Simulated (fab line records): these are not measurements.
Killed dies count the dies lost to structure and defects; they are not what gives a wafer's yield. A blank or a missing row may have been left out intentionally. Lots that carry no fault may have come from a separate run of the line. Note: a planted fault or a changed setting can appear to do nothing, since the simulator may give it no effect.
Which tool is to blame? + flow nand harc + 8 lots, 24 wafers sampled, at 5 steps of a route of 1159

== WHAT THE GAUGES SHOWED, per wafer ==
NHARC_A_ONON_D1_THK_MEAS_21: measures by ellipsometry.
| lot  | measured     | on            | thk nm (nm)    |
|------|--------------|---------------|----------------|
| L675 | day 8 15:04  | film metro-02 | 1003 1002 1003 |
| L677 | day 8 21:02  | film metro-01 | 1011 1010 1010 |
| L681 | day 9 22:58  | film metro-02 | 992 992 992    |
| L684 | day 9 22:58  | film metro-01 | 1019 1021 1019 |
| L685 | day 11 04:16 | film metro-01 | 1015 1015 1014 |
| L690 | day 11 22:46 | film metro-01 | 968 968 969    |
| L693 | day 12 14:24 | film metro-02 | 1020 1019 1021 |
| L697 | day 13 19:23 | film metro-02 | 1000 1001 999  |

== WHICH TOOL RAN EACH LOT (tool, then ch and the chambers of the sampled wafers, then the start) ==
| lot  | NHARC_P_BONDPAD_DEGAS_25     | NHARC_P_BONDPAD_PVD_17                  | NHARC_A_ZERO_WELL_ETCH_13        | NHARC_A_ONON_D1_DEP_19           |
|------|------------------------------|-----------------------------------------|----------------------------------|----------------------------------|
| L675 | pvd sputter-02, day 7 03:40  | pvd sputter-02, day 7 06:52 or earlier  | rie si-02 ch 1,3, day 7 06:52    | pecvd onon-01 ch 0, day 8 14:34  |
| L677 | pvd sputter-03, day 7 08:59  | pvd sputter-03, day 7 12:14 or earlier  | rie si-06 ch 0,1,2, day 7 12:14  | pecvd onon-04 ch 0, day 8 20:31  |
| L681 | pvd sputter-03, day 8 06:23  | pvd sputter-03, day 8 09:50 or earlier  | rie si-02 ch 2,3, day 8 09:50    | pecvd onon-01 ch 0, day 9 22:31  |
| L684 | pvd sputter-02, day 8 14:38  | pvd sputter-02, day 8 17:55 or earlier  | rie si-03 ch 2,3, day 8 17:55    | pecvd onon-02 ch 0, day 9 22:31  |
| L685 | pvd sputter-01, day 9 16:15  | pvd sputter-01, day 9 19:42 or earlier  | rie si-03 ch 0,1,3, day 9 19:42  | pecvd onon-01 ch 0, day 11 03:46 |
| L690 | pvd sputter-03, day 10 11:14 | pvd sputter-03, day 10 14:23 or earlier | rie si-06 ch 0,1,2, day 10 14:23 | pecvd onon-02 ch 0, day 11 22:15 |
| L693 | pvd sputter-03, day 11 01:25 | pvd sputter-03, day 11 04:46 or earlier | rie si-02 ch 0,1,2, day 11 04:46 | pecvd onon-04 ch 0, day 12 13:57 |
| L697 | pvd sputter-02, day 12 07:50 | pvd sputter-02, day 12 11:14 or earlier | rie si-06 ch 1,2,3, day 12 11:14 | pecvd onon-01 ch 0, day 13 18:59 |
- NHARC_P_BONDPAD_DEGAS_25: time 60 s.
- NHARC_P_BONDPAD_PVD_17: deposits TaN, target thk 5 nm, time 8.06 s.
- NHARC_A_ZERO_WELL_ETCH_13: etches the open film in HBr/Cl2, target depth 120 nm, time 40.1 s.
- NHARC_A_ONON_D1_DEP_19: target thk 1000 nm.

== THE ANSWER, worked out from the rows above alone ==
Rule: the lots themselves supply what counts as usual. Put in order of their means at a reading, lots are off if they are a third of the lots or fewer, leave a main group of 4 or more, and stand apart from it by a gap of 3 or more times the standard deviation of the main group's means; of several such gaps the widest counts. A main group whose means are all the same, to the digits that the tables above print for the reading, isn't used. A lot without any number at a reading at which 4 lots or more have one is off too. Where the step has rows for the other lots, those lots are counted as sound.
Across all readings shown, no lot is off: no conclusion can be drawn from this.

== WHAT THE SIMULATOR HAD INSERTED ==
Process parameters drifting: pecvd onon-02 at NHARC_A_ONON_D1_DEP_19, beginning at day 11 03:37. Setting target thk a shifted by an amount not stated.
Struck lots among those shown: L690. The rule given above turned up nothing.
